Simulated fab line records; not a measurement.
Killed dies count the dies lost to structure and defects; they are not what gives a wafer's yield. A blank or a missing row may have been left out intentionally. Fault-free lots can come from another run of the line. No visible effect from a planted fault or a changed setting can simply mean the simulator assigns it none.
Comparing a struck lot with a sound one -- flow n5 finfet -- 20 out of 1938 route steps
Sound: the wafers L799.1, L799.3, L799.4. Wafers L783.2, L783.3, L783.4 were the ones struck. At the end, the cause is stated.
At each step with rows: each side's tool, then ch and its chambers, then its first start. Under that, the readings that differ: sound wafers -- struck wafers -- difference of the means -- sigmas: that difference in standard deviations of wafers without a fault.
alike: same words and numbers on both sides, and readings whose means sit less than 2 such deviations apart. not compared: any withheld reading, any reading some wafer has no value for, any bound like >300 that may hide the same value, and any number with overlapping values for which the record gives no deviation.
Wherever a step has rows on one side only, a row that says differs or no value, or a row with sigmas, the two part there. Numbers that have no deviation but don't overlap get no sigmas and don't part them. A reading that every wafer of one side lacks parts them only if that side has two wafers or more.

first, 9 steps without rows for these wafers: N5_FIN_CUT_DESCUM_13 (chemistry O2, time 7 s); N5_FIN_CUT_ETCH_30 (etches underlayer in N2/H2, target depth 13 nm, time 10.4 s); N5_FIN_CUT_ETCH_20 (etches SiARC in CF4, target depth 26 nm, time 43.3 s); N5_FIN_CUT_ETCH_21 (etches SOC in N2/H2, target depth 219 nm, overetch 43.8 nm, time 523.5 s); N5_FIN_CUT_STRIP_23 (strips in N2/H2); N5_FIN_CUT_STRIP_31 (strips in N2/H2); N5_FIN_CUT_STRIP_24 (strips in CF4); N5_FIN_CUT_CUT_ETCH_26 (etches SiNx in CH3F/O2, target depth 39 nm, time 55.7 s); N5_FIN_CUT_CUT_ETCH_27 (etches SiO2 in CHF3/O2, target depth 4 nm, overetch 2 nm, time 4.9 s).
N5_FIN_CUT_PRECLEAN_35: cleans in vHF, time 13.3 s.
  sound on vapor etch-01 ch 0,1, day 7 09:25; struck on vapor etch-01 ch 0,1, day 3 10:12
  alike: drypump motor current A, pressure torr
then, 6 steps without rows for these wafers: N5_FIN_CUT_CUT_ETCH_15 (etches Si in HBr/Cl2/O2, target depth 100 nm, bt time 10 s, time 42.4 s); N5_FIN_CUT_CUT_ETCH_28 (etches Si in HBr/Cl2/O2, target depth 6 nm, time 2.4 s); N5_FIN_CUT_STRIP_22 (strips in N2/H2); N5_FIN_CUT_PRECLEAN_36 (cleans in O3/DIW, time 60 s); N5_FIN_CUT_SRD_32 (time 30 s); N5_FIN_CUT_UV_OZONE_34 (time 120 s).
N5_FIN_CUT_INSPECT_17: inspects for defects (brightfield).
  sound on defect inspect-01 at day 7 09:46; struck on defect inspect-02 at day 3 10:34
reading,sound,struck,difference,sigmas
raw defect count,299 286 323,502 463 444,+167,+3
then, 1 step without rows for these wafers: N5_STI_FIN_REVEAL_ALD_00 (deposits SiO2, target thk 1 nm, pulse time 1 s).
-- here the record skips 9 days between the struck wafers' starts before and after, leaving off in module STI_FIN_REVEAL and picking up in module BEOL_M4 (first step shown: number 1111 of the route) --
N5_BEOL_M4_RC_MEAS_101:
  sound on prober-01 ch 0, day 16 02:31; struck on prober-02 ch 0, day 12 02:29
  alike: DIBL_N, DIBL_P, IOFF_N, IOFF_P, ION_N, ION_P, SS_N, SS_P, VT_N, VT_P
-- a jump in the record: the struck wafers' starts before and after are 5 days apart (it breaks off in module BEOL_M4 and resumes in module PASSIVATION, where the first step shown is number 1936 of the route) --
N5_PASSIVATION_PROBE_49:
  sound on prober-01 at day 20 06:50; struck on prober-01 at day 16 17:21
reading,sound,struck,difference,sigmas
defect limited yield (%),92.7 93.0 91.1,83.2 84.8 87.5,-7.1,-5
killed at front end,22 25 51,129 108 72,+70,+5
killed dies,86 83 105,198 179 147,+83,+5
killed on rim,10 6 13,14 13 33,+10,+3
sort_bin_5_function (%),4.5 4.0 5.0,11.3 9.6 7.8,+5.1,+5
sort n pass,1094 1097 1075,982 1001 1033,-83,-5
sort yield pct (%),92.7 93.0 91.1,83.2 84.8 87.5,-7.1,-5
  alike: killed_at_M0_to_M3, killed_at_M4_up, killed at contacts, killed at other, killed open, killed short, sort_bin_6_memory

== WHERE THEY PART ==
Earliest at N5_FIN_CUT_INSPECT_17; latest, in this record, at N5_PASSIVATION_PROBE_49.

WHY: what had been put in by the simulator
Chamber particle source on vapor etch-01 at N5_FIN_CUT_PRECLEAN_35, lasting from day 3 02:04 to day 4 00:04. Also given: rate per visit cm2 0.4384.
